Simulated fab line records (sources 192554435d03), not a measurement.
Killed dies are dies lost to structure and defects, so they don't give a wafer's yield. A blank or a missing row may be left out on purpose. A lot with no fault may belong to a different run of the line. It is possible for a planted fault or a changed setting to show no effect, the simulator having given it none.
Split-lot study ; flow n5-finfet ; 21 wafers read across 7 lots, on a route 1938 steps long

THE SPLIT
At N5_MOL_CONTACT_COAG_ETCH_105 (etches SiARC in CF4, target depth 15.6 nm, time 26 s), the setting bias-w was moved away from the recipe's 36 W on 3 of the 21 wafers read, by -9.9% to +8.9%. The other wafers ran this setting at the recipe's value.

The reading comes from the split's own step.

THE READING
rf-vpp-V, in V, at N5_MOL_CONTACT_COAG_ETCH_105 (etches SiARC in CF4, target depth 15.6 nm, time 26 s). Fault-free wafers of this fab line usually give 183.9 V, standard deviation 1.2 V.

wafer;tool, chamber at the split;bias-w as run, W;against the recipe;rf-vpp-V, V;against lot-mates on the recipe
L076.2;rie-diel-06, 3;36;recipe;184.1;-
L076.3;rie-diel-06, 0;32.42;-9.9%;171.6;-12.5
L076.4;rie-diel-06, 1;32.42;-9.9%;170.0;-14.1
L080.1;rie-diel-06, 2;36;recipe;184.2;-
L080.4;rie-diel-06, 0;36;recipe;183.6;-
L080.6;rie-diel-06, 2;36;recipe;184.1;-
L081.2;rie-diel-04, 1;36;recipe;184.8;-
L081.4;rie-diel-04, 0;36;recipe;183.6;-
L081.5;rie-diel-04, 1;36;recipe;184.5;-
L082.1;rie-diel-05, 1;36;recipe;182.4;-
L082.2;rie-diel-05, 3;36;recipe;184.4;-
L082.6;rie-diel-05, 2;36;recipe;184.3;-
L088.2;rie-diel-06, 2;36;recipe;184.9;-
L088.5;rie-diel-06, 3;36;recipe;185.4;-
L088.6;rie-diel-06, 0;36;recipe;184.9;-
L095.2;rie-diel-06, 1;36;recipe;183.1;-
L095.3;rie-diel-06, 2;36;recipe;186.0;-
L095.4;rie-diel-06, 1;36;recipe;183.7;-
L097.2;rie-diel-04, 3;39.21;+8.9%;193.0;+8.2
L097.4;rie-diel-04, 2;36;recipe;185.5;-
L097.5;rie-diel-04, 1;36;recipe;184.1;-

FIT RESULTS
A straight line over all 21 wafers: rf-vpp-V changes by +1.24 V for each +1% of bias-w; r = +0.97; the points scatter about the line by 1.1 V.
The same after taking each lot's own level away (the mean of its wafers on the recipe; 21 wafers): +1.21 V for each +1%; r = +0.98; scatter 1 V.
The reading moves by 12 V for the largest change in bias-w, on that fit.
The lots' own levels span 183.70 to 185.07 V, that is 1.1 times the standard deviation above.
The two slopes agree, so the slope changes little with the lot-to-lot level.
Check: -12.1 V against its lot-mates is what the line predicts for one of the wafers moved furthest among these (-9.9%) when that wafer is left out of the fit. Against them it came out at -12.5 V.
Tool readings at the split's step, against how far the setting was moved: rf-vpp-V r = +0.97.

ADDITIONAL SPLITS CARRIED BY THESE WAFERS
Note: prior to the reading, these wafers also went through further splits. Each is held against what the fit with the lots' levels taken away leaves over:
other split on the same wafers;wafers away from the commonest value;r with rf-vpp-V (lot level and that fit taken away)
N5_HKMG_FIN_ETCH_58 source-w;10;-0.15
N5_GATE_CUT_COAT_34 spin-rpm;8;-0.06
N5_GATE_CUT_COAT_27 spin-rpm;7;-0.05

FILE'S OWN FIT
rf-vpp-V changes by +1.15 V for each +1% of bias-w, r = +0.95.
